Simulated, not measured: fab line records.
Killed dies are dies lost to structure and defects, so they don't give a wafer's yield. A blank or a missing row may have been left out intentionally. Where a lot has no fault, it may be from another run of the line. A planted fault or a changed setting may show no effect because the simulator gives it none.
A struck lot beside a sound one | flow n5_finfet | 15 out of 1938 route steps
Sound: wafers L479.3, L479.4, L479.6. Struck: wafer L474.6; the same lot's L474.1 was not struck, so it is left out; see the end for the cause.
Order at every step that has rows: each side's tool, ch and its chambers, its first start. Under that, the readings that differ: sound wafers | struck wafers | difference of the means | sigmas: that difference in standard deviations of wafers without a fault.
alike: same words and numbers on both sides, and readings whose means sit less than 2 such deviations apart. not compared: any withheld reading, any reading some wafer has no value for, any bound like >300 that may hide the same value, and any number with overlapping values for which the record gives no deviation.
Wherever a step has rows on one side only, a row that says differs or no value, or a row with sigmas, the two part there. Non-overlapping numbers with no deviation appear without sigmas and do not part them. A reading missing from all wafers of one side parts the sides only when that side holds two or more wafers.

first, 7 steps without rows for these wafers: N5_BEOL_M9_COAT_75 (time 60 s, resist thk 5 nm); N5_BEOL_M9_COAT_22 (resist thk 30 nm); N5_BEOL_M9_EBR_24; N5_BEOL_M9_SOFTBAKE_23 (time 60 s); N5_BEOL_M9_EXPOSE_25 (exposes mask V8); N5_BEOL_M9_PEB_26 (peb time 60 s); N5_BEOL_M9_DEVELOP_27 (develop time 30 s).
N5_BEOL_M9_CD_MEAS_28: the cd target is 70 nm.
  sound on cd_sem-03 ch 0, day 18 04:39; struck on cd_sem-01 ch 0, day 17 21:43
  alike: cd_nm
N5_BEOL_M9_OVL_MEAS_29:
  sound on overlay-01 ch 0, day 18 04:41; struck on overlay-01 ch 0, day 17 21:45
  alike: V8_OVL
N5_BEOL_M9_INSPECT_30: inspects for defects (brightfield).
  sound: defect_inspect-01 at day 18 04:44; struck: defect_inspect-02 at day 17 21:49
  alike: raw_defect_count
N5_BEOL_M9_DESCUM_33: chemistry O2, time 7 s.
  sound on rie_diel-05 ch 1,2,3, day 18 04:51; struck on rie_diel-02 ch 3, day 17 21:50
  reading                | sound             | struck | difference | sigmas
  throttle_valve_pct (%) | 20.05 20.39 20.33 | 20.71  | +0.45      | +2
  alike: drypump_motor_current_A, oes_product_au, rf_vpp_V, showerhead_plenum_p_Torr
  not compared: rf_hours_counter_h
N5_BEOL_M9_ETCH_76: etches underlayer in N2/H2, target depth 6.5 nm, time 5.2 s.
  sound on rie_diel-05 ch 1,2,3, day 18 04:53; struck on rie_diel-02 ch 3, day 17 21:53
  alike: drypump_motor_current_A, etch_rf_on_time_s, h2_flow_sccm, oes_product_au, rf_vpp_V, showerhead_plenum_p_Torr, throttle_valve_pct
  not compared: rf_hours_counter_h
N5_BEOL_M9_ETCH_65: etches SiARC in CF4, target depth 15.6 nm, time 26 s.
  sound on rie_diel-05 ch 1,2,3, day 18 04:54; struck on rie_diel-02 ch 3, day 17 21:53
  reading               | sound          | struck | difference | sigmas
  etch_rf_on_time_s (s) | 26.0 26.0 25.8 | 33.8   | +7.9       | +9
  alike: drypump_motor_current_A, oes_product_au, rf_vpp_V, showerhead_plenum_p_Torr, throttle_valve_pct
  not compared: rf_hours_counter_h
N5_BEOL_M9_ETCH_66: etches SOC in N2/H2, target depth 80 nm, overetch 16 nm, time 120 s.
  sound on rie_diel-05 ch 1,2,3, day 18 04:56; struck on rie_diel-02 ch 3, day 17 21:55
  reading                | sound          | struck | difference | sigmas
  throttle_valve_pct (%) | 17.7 18.1 17.9 | 18.6   | +0.7       | +2
  alike: drypump_motor_current_A, h2_flow_sccm, oes_product_au, rf_vpp_V, showerhead_plenum_p_Torr
  not compared: rf_hours_counter_h
N5_PASSIVATION_PROBE_49:
  the record holds rows for the sound wafers here (prober-02, day 20 23:08) but none for the struck ones

== WHERE THEY PART ==
Earliest at N5_BEOL_M9_DESCUM_33; latest, in this record, at N5_PASSIVATION_PROBE_49.

WHY: whatever the simulator had introduced
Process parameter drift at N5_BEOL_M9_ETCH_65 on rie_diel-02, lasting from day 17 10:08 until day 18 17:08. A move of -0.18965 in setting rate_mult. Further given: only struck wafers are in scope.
